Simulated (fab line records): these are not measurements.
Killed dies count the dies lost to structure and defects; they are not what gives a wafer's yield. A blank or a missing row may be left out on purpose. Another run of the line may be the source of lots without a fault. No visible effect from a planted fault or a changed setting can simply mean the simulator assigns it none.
Struck lot and sound lot, side by side -- flow n5-finfet -- 16 steps out of a route of 1938
Sound: these wafers, L640.1, L640.2, L640.4. Struck: wafer L644.2 (left out: L644.3, a lot-mate that was not struck); the cause follows at the end.
Per side, at each step with rows, come the tool, then ch with its chambers, and then its first start. Under that, the readings that differ: sound wafers -- struck wafers -- difference of the means -- sigmas: that difference in standard deviations of wafers without a fault.
alike: readings whose means differ by less than 2 such deviations, and words and numbers that are the same on both sides. not compared: withheld readings, readings that some wafer has no value for, bounds like >300 that may hide the same value, and numbers for which the record gives no deviation and whose values overlap.
A row with sigmas, a row that says differs or no value, or rows on one side alone: a step with any of these is where the two part. When numbers do not overlap yet have no deviation, they are printed without sigmas and do not part them. A reading that every wafer of one side lacks parts them only if that side has two wafers or more.

first, 1 step without rows for these wafers: N5_BEOL_M2_DEVELOP_27 (develop time 30 s).
N5_BEOL_M2_CD_MEAS_28: target cd 26.2 nm, target cd y 24.1 nm.
  sound on cd-sem-01 ch 0, day 7 13:20; struck on cd-sem-03 ch 0, day 9 00:29
  alike: cd-nm
N5_BEOL_M2_OVL_MEAS_29:
  sound on overlay-01 ch 0, day 7 13:22; struck on overlay-01 ch 0, day 9 00:31
  alike: V1_OVL
N5_BEOL_M2_INSPECT_30: inspects for defects (brightfield).
  sound on defect-inspect-01, day 7 13:25; struck on defect-inspect-02, day 9 00:35
  alike: raw-defect-count
N5_BEOL_M2_DESCUM_33: chemistry O2, time 7 s.
  sound on rie-diel-04 ch 0,1,2, day 7 13:29; struck on rie-diel-01 ch 0, day 9 00:37
reading,sound,struck,difference,sigmas
rf-hours-counter-h (h),175 98 244,92,-80,
  alike: drypump-motor-current-A, oes-product-au, rf-vpp-V, showerhead-plenum-p-Torr, throttle-valve-pct
N5_BEOL_M2_ETCH_77: etches underlayer in N2/H2, target depth 6.5 nm, time 5.2 s.
  sound on rie-diel-04 ch 0,1,2, day 7 13:31; struck on rie-diel-01 ch 0, day 9 00:39
reading,sound,struck,difference,sigmas
rf-hours-counter-h (h),175 98 244,92,-80,
  alike: drypump-motor-current-A, etch-rf-on-time-s, n2-flow-sccm, oes-product-au, rf-vpp-V, showerhead-plenum-p-Torr, throttle-valve-pct
N5_BEOL_M2_ETCH_69: etches SiARC in CF4, target depth 15.6 nm, time 26 s.
  sound on rie-diel-04 ch 0,1,2, day 7 13:32; struck on rie-diel-01 ch 0, day 9 00:40
reading,sound,struck,difference,sigmas
rf-hours-counter-h (h),175 98 244,92,-80,
  alike: drypump-motor-current-A, etch-rf-on-time-s, oes-product-au, rf-vpp-V, showerhead-plenum-p-Torr, throttle-valve-pct
N5_BEOL_M2_ALD_98: deposits SiO2, target thk 2.5 nm, pulse time 1 s, co reactant pulse time 1 s.
  sound on ald-sin-02 ch 0,2,3, day 7 14:29; struck on ald-sin-01 ch 3, day 9 00:45
  alike: chamber-pressure-Torr, heater-power-w, precursor-pulse-height-rel
then, 1 step without rows for these wafers: N5_BEOL_M2_ETCHBACK_99 (etches SiO2 in CHF3, target depth 5 nm, time 10.4 s).
N5_BEOL_M2_ETCH_70: etches SOC in N2/H2, target depth 80 nm, overetch 24 nm, time 130 s.
  sound on rie-diel-01 ch 0,1,3, day 7 16:37; struck on rie-diel-01 ch 3, day 9 02:23
  alike: drypump-motor-current-A, n2-flow-sccm, oes-product-au, rf-vpp-V, run-length-s, showerhead-plenum-p-Torr, throttle-valve-pct
  not compared: rf-hours-counter-h
then, 2 steps without rows for these wafers: N5_BEOL_M2_STRIP_71 (strips in N2/H2); N5_BEOL_M2_STRIP_78 (strips in N2/H2).
N5_BEOL_M2_VIA_ETCH_34: etches the open film in C4F6/O2, target depth 69.4 nm, time 65.9 s.
  sound on rie-diel-01 ch 0,1,3, day 7 16:44; struck on rie-diel-01 ch 3, day 9 02:30
reading,sound,struck,difference,sigmas
run-length-s (s),89.0 88.8 89.4,92.0,+2.9,+6
model.etch.depth-nm (nm),68.61 70.23 69.19,70.61,+1.27,
model.SOC_of_BEOL_M2_COAT_67.thk-nm (nm),52 52 51.8,51.6,-0.3,
  alike: drypump-motor-current-A, oes-product-au, rf-vpp-V, showerhead-plenum-p-Torr, throttle-valve-pct
  not compared: rf-hours-counter-h
then, 1 step without rows for these wafers: N5_BEOL_M2_STRIP_83 (strips in C4F6/O2).
N5_BEOL_M4_RC_MEAS_101:
  sound on prober-01 ch 0, day 9 05:13; struck on prober-02 ch 0, day 10 08:44
  alike: DIBL_N, DIBL_P, IOFF_N, IOFF_P, ION_N, ION_P, SS_N, SS_P, VT_N, VT_P
N5_PASSIVATION_PROBE_49:
  the record has rows for the sound wafers here (prober-02, day 13 06:02) and none for the struck ones

## WHERE THEY PART
At N5_BEOL_M2_VIA_ETCH_34 first; at N5_PASSIVATION_PROBE_49 last (within this record only).

WHY: whatever the simulator had introduced
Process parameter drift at N5_BEOL_M2_VIA_ETCH_34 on rie-diel-01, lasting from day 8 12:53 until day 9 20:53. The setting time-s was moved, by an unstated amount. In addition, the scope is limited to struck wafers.
